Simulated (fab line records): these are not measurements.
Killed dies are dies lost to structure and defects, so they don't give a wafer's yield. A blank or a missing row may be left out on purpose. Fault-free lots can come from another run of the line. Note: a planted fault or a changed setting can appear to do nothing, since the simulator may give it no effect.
fab line records ; flow nand_harc
record: lots: 5; wafers: 15; last_day: 32
route steps=1302 shown A_BLC@1133 A_M0@1137 END@1302
lots that met no fault: taken from a fault-free run of the same line
start_h: the number of hours between the record's first day and the start of the first shown wafer of the lot ; wait_h: time in hours since the lot's previous step ; " same as the row above ; L1.1+2: a row that stands for several wafers ; - value missing, or start not given ; * or withheld: withheld ; < > ~ a bound
route shown NAME@n: a module of which the file shows steps, and the number in the route of the first ; usual: mean and standard deviation over wafers with no fault ; same: alike in all rows ; chamber/n: place in a boat ; sites: per-site readings ; _std_site: standard deviation across them ; _edge_site: inner sites' mean taken away from outer sites' mean ; radius_mm: for every site, how far away it sits from the centre of the wafer ; mask NAME#n: copy n ; behind: the most recent tool/chamber to have shaped the wafer ; hold: reason for holding the lot/hours on hold/outcome of the hold ; device: whichever transistor did not switch (one of n, p or np) ; end of line: the same wafers' tests at the end of the route ; where a step has no rows: the recipe by itself ; killed: dies lost to structure and defects at the first sort, not the wafer's yield ; map: a wafer's dies, marking killed ones x, the rest . and places with no die _
set.NAME: the setting as run; set.NAME@STEP: as run at that earlier step ; model.NAME: the simulator's own value behind a step, which no gauge read
lots seen at some steps along the route; tables by step, rows by wafer
services: when a tool's chamber went out of use (start_h, in hours from the record's first day, below 0 if earlier), for how many hours, and the reason
== steps ==
step: NHARC_A_BLC_CMP_25
recipe: t_overpolish_s: 30; target_thk_nm: 150
usual: motor_current_A: 11.8/1.3; overpolish_run_s: 30.001/0.0089; time_to_endpoint_s: 30.3/2.8
lot.wafer;tool;chamber;start_h;wait_h;motor_current_A;overpolish_run_s;time_to_endpoint_s
L813.2;cmp-01;2;564.22;0.4;10.0;30.003;29.6
L813.1;cmp-01;0;564.22;0.4;13.1;29.998;29.4
L813.5;cmp-01;3;564.22;0.4;11.2;29.989;29.0
L819.2;cmp-01;3;625.30;0.4;10.8;29.989;27.7
L819.1;cmp-01;0;625.30;0.4;14.2;29.983;30.3
L819.4;cmp-01;1;625.30;0.4;10.9;30.013;26.3
L822.1;cmp-02;2;660.95;0.4;11.8;29.998;30.3
L822.4;cmp-02;0;660.95;0.4;10.8;30.005;28.1
L822.3;cmp-02;1;660.95;0.4;12.9;30.012;28.8
L824.3;cmp-02;1;679.16;0.3;13.7;30.003;28.8
L824.6;cmp-02;3;679.16;0.3;13.2;29.993;32.4
L824.5;cmp-02;0;679.16;0.3;10.4;30.016;31.1
L829.2;cmp-01;0;724.18;0.5;13.5;29.985;35.0
L829.6;cmp-01;1;724.18;0.5;11.4;29.996;30.7
L829.5;cmp-01;2;724.18;0.5;10.2;30.007;30.6
step: NHARC_A_BLC_SRD_27
step: NHARC_A_BLC_INSPECT_28
usual: raw_defect_count: 493/88
lot.wafer;tool;chamber;start_h;wait_h;raw_defect_count
L813.1;defect_inspect-02;-;564.62;0.1;501
L813.2;defect_inspect-02;-;564.62;0.1;492
L813.5;defect_inspect-02;-;564.62;0.1;454
L819.1;defect_inspect-01;-;625.68;0.1;398
L819.2;defect_inspect-01;-;625.68;0.1;526
L819.4;defect_inspect-01;-;625.68;0.1;467
L822.1;defect_inspect-02;-;661.35;0.1;550
L822.3;defect_inspect-02;-;661.35;0.1;496
L822.4;defect_inspect-02;-;661.35;0.1;358
L824.3;defect_inspect-01;-;679.51;0.1;525
L824.5;defect_inspect-01;-;679.51;0.1;354
L824.6;defect_inspect-01;-;679.51;0.1;484
L829.2;defect_inspect-01;-;724.51;0.1;400
L829.5;defect_inspect-01;-;724.51;0.1;464
L829.6;defect_inspect-01;-;724.51;0.1;482
step: NHARC_A_M0_DEP_00
recipe: target_thk_a: 1500; target_thk_nm: 150; temp_c: withheld; pressure_torr: 5; flow_sccm: 200; rf_w: 600; material: SiOC
step: NHARC_A_M0_DEHYDRATE_01
recipe: temp_c: 150; time_s: 120
step: NHARC_A_M0_HMDS_02
recipe: time_s: 30
step: NHARC_A_M0_COAT_33
recipe: temp_c: 200; time_s: 65
step: NHARC_A_M0_COAT_03
recipe: spin_rpm: 1500; resist_thk_nm: 90
step: NHARC_A_M0_SOFTBAKE_04
recipe: temp_c: 105; time_s: 55
step: NHARC_A_M0_EBR_05
step: NHARC_A_M0_EXPOSE_06
recipe: na: 1.35; target_cd_nm: 80; dose_mj: 83.25; mask_id: A_M0
step: NHARC_A_M0_PEB_07
recipe: peb_temp_c: 100; peb_time_s: 65
usual: plate_temp_C: 99.98/0.13; resist_line_temp_C: 22.98/0.082
lot.wafer;tool;chamber;start_h;wait_h;plate_temp_C;resist_line_temp_C
L813.1;litho_track-04;0;565.32;0.1;99.99;23.01
L813.2;litho_track-04;0;565.32;0.1;99.95;22.97
L813.5;litho_track-04;0;565.32;0.1;100.14;22.97
L819.1;litho_track-04;0;626.38;0.1;99.94;22.95
L819.2;litho_track-04;0;626.38;0.1;99.89;22.99
L819.4;litho_track-04;0;626.38;0.1;100.16;22.85
L822.1;litho_track-04;0;662.17;0.1;99.97;22.97
L822.3;litho_track-04;0;662.17;0.1;100.07;22.93
L822.4;litho_track-04;0;662.17;0.1;99.76;22.95
L824.3;litho_track-06;0;680.34;0.0;99.89;23.03
L824.5;litho_track-06;0;680.34;0.0;100.20;22.84
L824.6;litho_track-06;0;680.34;0.0;99.89;22.84
L829.2;litho_track-01;0;725.21;0.1;100.06;22.97
L829.5;litho_track-01;0;725.21;0.1;100.12;22.84
L829.6;litho_track-01;0;725.21;0.1;99.89;22.89
step: NHARC_A_M0_DEVELOP_08
recipe: develop_time_s: 35; dev_temp_c: 23
step: NHARC_A_M0_CD_MEAS_09
recipe: target_cd_nm: 80; landing_energy_ev: 500
usual: cd_nm: 80.0/0.67
lot.wafer;tool;chamber;start_h;wait_h;cd_nm
L813.1;cd_sem-03;0;565.40;-;79.9
L813.2;cd_sem-03;0;565.40;-;79.8
L813.5;cd_sem-03;0;565.40;-;79.1
L819.1;cd_sem-02;0;626.46;-;80.2
L819.2;cd_sem-02;0;626.46;-;79.0
L819.4;cd_sem-02;0;626.46;-;79.7
L822.1;cd_sem-03;0;662.25;-;83.1
L822.3;cd_sem-03;0;662.25;-;83.4
L822.4;cd_sem-03;0;662.25;-;83.7
L824.3;cd_sem-02;0;680.42;-;79.8
L824.5;cd_sem-02;0;680.42;-;79.5
L824.6;cd_sem-02;0;680.42;-;79.8
L829.2;cd_sem-01;0;725.29;-;80.2
L829.5;cd_sem-01;0;725.29;-;81.2
L829.6;cd_sem-01;0;725.29;-;80.9
step: NHARC_A_M0_OVL_MEAS_10
recipe: pitch_nm: 160
usual: overlay_x_nm: -0.1/0.8; overlay_y_nm: 0.0/0.77
lot.wafer;tool;chamber;start_h;wait_h;overlay_x_nm;overlay_y_nm
L813.1;overlay-02;-;565.49;-;-1.8;0.3
L813.2;overlay-02;-;565.49;-;-1.5;0.2
L813.5;overlay-02;-;565.49;-;-1.2;0.5
L819.1;overlay-02;-;626.55;-;-0.6;0.1
L819.2;overlay-02;-;626.55;-;-0.6;1.3
L819.4;overlay-02;-;626.55;-;-0.2;0.6
L822.1;overlay-01;-;662.34;-;-0.4;0.4
L822.3;overlay-01;-;662.34;-;-1.0;0.4
L822.4;overlay-01;-;662.34;-;-1.5;-0.2
L824.3;overlay-02;-;680.52;-;-0.9;-0.6
L824.5;overlay-02;-;680.52;-;-0.1;-0.6
L824.6;overlay-02;-;680.52;-;-0.3;-0.8
L829.2;overlay-02;-;725.37;-;0.6;0.0
L829.5;overlay-02;-;725.37;-;0.5;-0.4
L829.6;overlay-02;-;725.37;-;0.3;-0.4
step: NHARC_A_M0_INSPECT_11
usual: raw_defect_count: 84/37
lot.wafer;tool;chamber;start_h;wait_h;raw_defect_count
L813.1;defect_inspect-01;-;565.52;0.0;174
L813.2;defect_inspect-01;-;565.52;0.0;149
L813.5;defect_inspect-01;-;565.52;0.0;164
L819.1;defect_inspect-01;-;626.59;0.0;100
L819.2;defect_inspect-01;-;626.59;0.0;95
L819.4;defect_inspect-01;-;626.59;0.0;93
L822.1;defect_inspect-01;-;662.37;0.0;67
L822.3;defect_inspect-01;-;662.37;0.0;87
L822.4;defect_inspect-01;-;662.37;0.0;68
L824.3;defect_inspect-02;-;680.55;0.0;65
L824.5;defect_inspect-02;-;680.55;0.0;59
L824.6;defect_inspect-02;-;680.55;0.0;58
L829.2;defect_inspect-01;-;725.41;0.0;66
L829.5;defect_inspect-01;-;725.41;0.0;85
L829.6;defect_inspect-01;-;725.41;0.0;72
step: NHARC_A_M0_DESCUM_14
recipe: time_s: 3; o2_flow_sccm: 200; ar_flow_sccm: 0; bias_power_w: 0; chemistry: O2
usual: drypump_motor_current_A: 5.8/0.43; oes_product_au: 1.001/0.011; rf_vpp_V: 57.7/0.83; showerhead_plenum_p_Torr: 1.87/0.057; throttle_valve_pct: 11.311/0.009
lot.wafer;tool;chamber;start_h;wait_h;drypump_motor_current_A;oes_product_au;rf_hours_counter_h;rf_vpp_V;showerhead_plenum_p_Torr;throttle_valve_pct;model.A_M0.cd_nm
L813.2;rie_diel-12;0;565.59;0.1;5.3;1.011;7.1;58.2;1.93;11.305;80.54
L813.1;rie_diel-12;3;565.59;0.1;5.2;1.011;7.2;57.8;1.80;11.321;79.45
L813.5;rie_diel-12;3;565.59;0.1;5.2;1.004;-;57.8;1.80;11.310;78.8
L819.1;rie_diel-13;1;626.66;0.1;6.3;1.008;4.2;58.8;1.82;11.301;79.8
L819.2;rie_diel-13;2;626.66;0.1;5.2;0.999;4.3;58.4;1.87;11.314;78.97
L819.4;rie_diel-13;3;626.66;0.1;5.6;1.012;4.6;58.1;1.93;11.304;79.83
L822.1;rie_diel-13;0;662.43;0.1;5.5;1.005;6.4;58.3;1.79;11.317;82.91
L822.4;rie_diel-13;1;662.43;0.1;6.4;1.010;6.4;56.5;1.82;11.310;83.31
L822.3;rie_diel-13;3;662.43;0.1;5.6;1.009;6.8;58.8;1.93;11.314;83.37
L824.3;rie_diel-13;3;680.63;0.1;5.6;1.009;7.1;57.6;1.93;11.314;79.47
L824.6;rie_diel-13;1;680.63;0.1;6.3;1.010;-;56.9;1.82;11.315;79.53
L824.5;rie_diel-13;2;680.63;0.1;5.2;0.993;-;58.6;1.87;11.308;78.91
L829.2;rie_diel-13;2;725.47;0.1;5.2;1.002;1.3;58.2;1.87;11.316;80.58
L829.6;rie_diel-13;2;725.47;0.1;5.2;1.003;-;59.3;1.87;11.307;81.1
L829.5;rie_diel-13;3;725.47;0.1;5.6;1.007;-;57.9;1.93;11.309;80.88
step: NHARC_A_M0_ETCH_34
recipe: target_depth_a: 400; overetch_a: 120; time_s: 43.94; ion_energy_ev: 200; n2_flow_sccm: 150; h2_flow_sccm: 150; ar_flow_sccm: 0; rf_w: 400; bias_w: 150; chemistry: N2/H2
usual: drypump_motor_current_A: 5.8/0.44; h2_flow_sccm: 150.0/0.44; oes_product_au: 0.999/0.0097; rf_vpp_V: 429.3/1.9; showerhead_plenum_p_Torr: 2.00/0.059; throttle_valve_pct: 14.171/0.0097
lot.wafer;tool;chamber;start_h;wait_h;drypump_motor_current_A;h2_flow_sccm;oes_product_au;rf_hours_counter_h;rf_vpp_V;showerhead_plenum_p_Torr;throttle_valve_pct
L813.2;rie_diel-12;2;565.69;0.1;5.6;150.5;1.017;7.8;428.3;1.97;14.173
L813.1;rie_diel-12;3;565.69;0.1;5.2;149.4;1.001;7.2;424.9;1.91;14.177
L813.5;rie_diel-12;3;565.69;0.1;5.2;149.0;1.001;-;427.6;1.91;14.170
L819.1;rie_diel-13;0;626.73;0.1;5.5;149.9;0.998;4.5;427.3;1.90;14.161
L819.2;rie_diel-13;1;626.73;0.1;6.3;149.7;1.009;4.2;427.1;1.94;14.167
L819.4;rie_diel-13;2;626.73;0.1;5.2;149.9;1.002;4.4;429.9;1.99;14.167
L822.1;rie_diel-13;0;662.52;0.1;5.6;150.3;0.994;6.4;426.7;1.90;14.173
L822.3;rie_diel-13;2;662.52;0.1;5.2;150.3;0.995;6.8;428.8;1.99;14.169
L822.4;rie_diel-13;3;662.52;0.1;5.6;149.6;1.006;6.8;431.7;2.06;14.161
L824.3;rie_diel-13;3;680.71;0.1;5.6;149.4;0.998;7.1;432.8;2.06;14.163
L824.5;rie_diel-13;0;680.71;0.1;5.5;150.1;0.983;-;427.0;1.90;14.157
L824.6;rie_diel-13;1;680.71;0.1;6.3;149.7;1.010;-;428.8;1.94;14.167
L829.2;rie_diel-13;1;725.57;0.1;6.3;150.6;0.995;0.5;427.8;1.94;14.159
L829.5;rie_diel-13;2;725.57;0.1;5.2;150.8;0.998;-;429.3;1.99;14.151
L829.6;rie_diel-13;3;725.57;0.1;5.6;149.9;1.002;-;431.1;2.06;14.161
step: NHARC_A_M0_ETCH_15
recipe: target_depth_a: 1500; overetch_a: 150; time_s: 82.5; c4f8_flow_sccm: withheld; ar_flow_sccm: 400; rf_w: 600; bias_w: 300; chemistry: C4F8/Ar
usual: oes_product_au: 0.957/0.023; rf_vpp_V: 439.5/1.9
lot.wafer;tool;chamber;start_h;wait_h;oes_product_au;rf_hours_counter_h;rf_vpp_V;model.A_M0.cd_nm
L813.2;rie_diel-12;3;-;-;0.909;7.2;436.2;80.64
L813.1;rie_diel-12;0;-;-;0.928;7.1;442.2;79.75
L813.5;rie_diel-12;0;-;-;0.920;-;441.0;79.07
L819.2;rie_diel-13;1;-;-;0.932;4.3;436.1;78.53
L819.1;rie_diel-13;2;-;-;0.910;4.4;441.3;80.53
L819.4;rie_diel-13;3;-;-;0.917;4.7;443.3;79.65
L822.4;rie_diel-13;1;-;-;0.940;6.4;439.0;83.08
L822.3;rie_diel-13;2;-;-;0.917;6.8;438.4;83.26
L822.1;rie_diel-13;3;-;-;0.929;6.8;442.0;83.16
L824.3;rie_diel-13;2;-;-;0.953;7.2;440.6;79.42
L824.6;rie_diel-13;3;-;-;0.973;-;441.6;79.29
L824.5;rie_diel-13;0;-;-;0.964;-;436.3;79.4
L829.2;rie_diel-13;0;-;-;0.990;1.4;438.1;80.91
L829.6;rie_diel-13;2;-;-;0.962;-;440.0;80.96
L829.5;rie_diel-13;3;-;-;0.953;-;440.5;81.21
step: NHARC_A_M0_CD_MEAS_16
usual: cd_nm: 79.9/1
lot.wafer;tool;chamber;start_h;wait_h;cd_nm
L813.1;cd_sem-01;-;565.93;-;79.7
L813.2;cd_sem-01;-;565.93;-;80.5
L813.5;cd_sem-01;-;565.93;-;79.0
L819.1;cd_sem-03;-;626.95;-;80.2
L819.2;cd_sem-03;-;626.95;-;78.5
L819.4;cd_sem-03;-;626.95;-;79.7
L822.1;cd_sem-03;-;662.73;-;83.1
L822.3;cd_sem-03;-;662.73;-;83.0
L822.4;cd_sem-03;-;662.73;-;82.7
L824.3;cd_sem-03;-;680.92;-;79.5
L824.5;cd_sem-03;-;680.92;-;79.3
L824.6;cd_sem-03;-;680.92;-;79.0
L829.2;cd_sem-02;-;725.77;-;81.0
L829.5;cd_sem-02;-;725.77;-;80.8
L829.6;cd_sem-02;-;725.77;-;81.0
step: NHARC_END_SORT_01
recipe: temp_c: 25
usual: defect_limited_yield: 90.7/2.9; killed_at_array: 58/20; killed_at_other: 1.0/1.2; killed_at_periphery: 4.1/3; killed_dies: 63/20; killed_open: 3.2/1.7; killed_short: 2.5/1.5
same: gross_dies: 677
lot.wafer;tool;chamber;start_h;wait_h;defect_limited_yield[%];killed_at_array;killed_at_other;killed_at_periphery;killed_dies;killed_open;killed_short
L822.1;prober-01;0;700.70;2.5;92.5;48;1;2;51;3;3
L822.3;prober-01;0;702.30;3.1;90.5;61;0;3;64;4;2
L822.4;prober-01;0;703.10;3.4;90.5;59;1;4;64;3;2
killed by level:class
L822.1 A_SLIT:chamber_film_flake=22 A_STAIRCASE:chamber_film_flake=8 A_CHANNEL_HOLE_D1:chamber_film_flake=8 A_CHANNEL_FILL_D1:chamber_film_flake=3 P_M0:geometric_particle:open=1 A_SOURCE_PLATE:geometric_particle:short=1 A_DECK1_JOINT:geometric_particle:open=1 A_ONON_D2:geometric_particle:open=1
L822.3 A_SLIT:chamber_film_flake=34 A_CHANNEL_HOLE_D1:chamber_film_flake=13 A_STAIRCASE:chamber_film_flake=6 A_CONTACT:chamber_film_flake=4 P_STI:geometric_particle:open=1 P_CONTACT:geometric_particle:short=1 A_DECK1_JOINT:geometric_particle:open=1 A_ONON_D2:geometric_particle:open=1
L822.4 A_SLIT:chamber_film_flake=33 A_CHANNEL_HOLE_D1:chamber_film_flake=9 A_CONTACT:chamber_film_flake=6 A_STAIRCASE:chamber_film_flake=4 A_WL_FILL:chamber_film_flake=3 P_GATE:chamber_film_flake=2 P_GATE:geometric_particle:open=1 A_ONON_D1:geometric_particle:open=1
== services ==
tool;chamber;start_h;hours;kind
rie_diel-13;0;552.50;-;clean
rie_diel-13;1;552.50;-;clean
rie_diel-13;2;552.50;-;clean
rie_diel-13;3;552.50;-;clean
litho_track-04;-;553.00;7.0;pm
rie_diel-12;1;563.76;18.9;repair
rie_diel-13;0;577.00;-;clean
rie_diel-13;1;577.00;-;clean
rie_diel-13;2;577.00;-;clean
rie_diel-13;3;577.00;-;clean
cmp-01;-;577.50;4.0;pm
rie_diel-12;-;587.59;0.3;repair
rie_diel-13;0;601.50;-;clean
cmp-01;-;606.63;3.8;repair
rie_diel-12;-;622.42;9.0;pm
cmp-02;-;625.76;4.0;pm
cmp-02;-;651.62;0.3;repair
rie_diel-12;2;667.27;2.0;repair
cmp-01;-;675.50;4.0;pm
rie_diel-12;-;679.94;0.6;repair
rie_diel-13;-;696.00;9.0;pm
litho_track-06;-;704.00;7.0;pm
rie_diel-13;1;712.03;11.7;repair
cmp-02;-;723.76;4.0;pm
== key ==
first_sign: step: NHARC_A_M0_CD_MEAS_09; reading: cd_nm; direction: up; sigmas: 5.2; usual: 80.0; struck: 83.4
effect: step: NHARC_A_M0_CD_MEAS_16; reading: cd_nm; direction: up; sigmas: 3; usual: 79.9; struck: 83.0
model_effect: step: NHARC_A_M0_DESCUM_14; value: A_M0.cd_nm; without: 79.63; struck: 83.19
model_effect: step: NHARC_A_M0_ETCH_15; value: A_M0.cd_nm; without: 79.6; struck: 83.17
met_at NHARC_A_M0_PEB_07
struck_wafers L822.1,L822.3,L822.4
onset_between 626.38 662.17
fault: kind: process_parameter_drift; tool: litho_track-04; chamber: -; onset_h: 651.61; steps: NHARC_A_M0_PEB_07; channel: peb_time_s; offset: *; shape: step; acts_in: *; stated: *
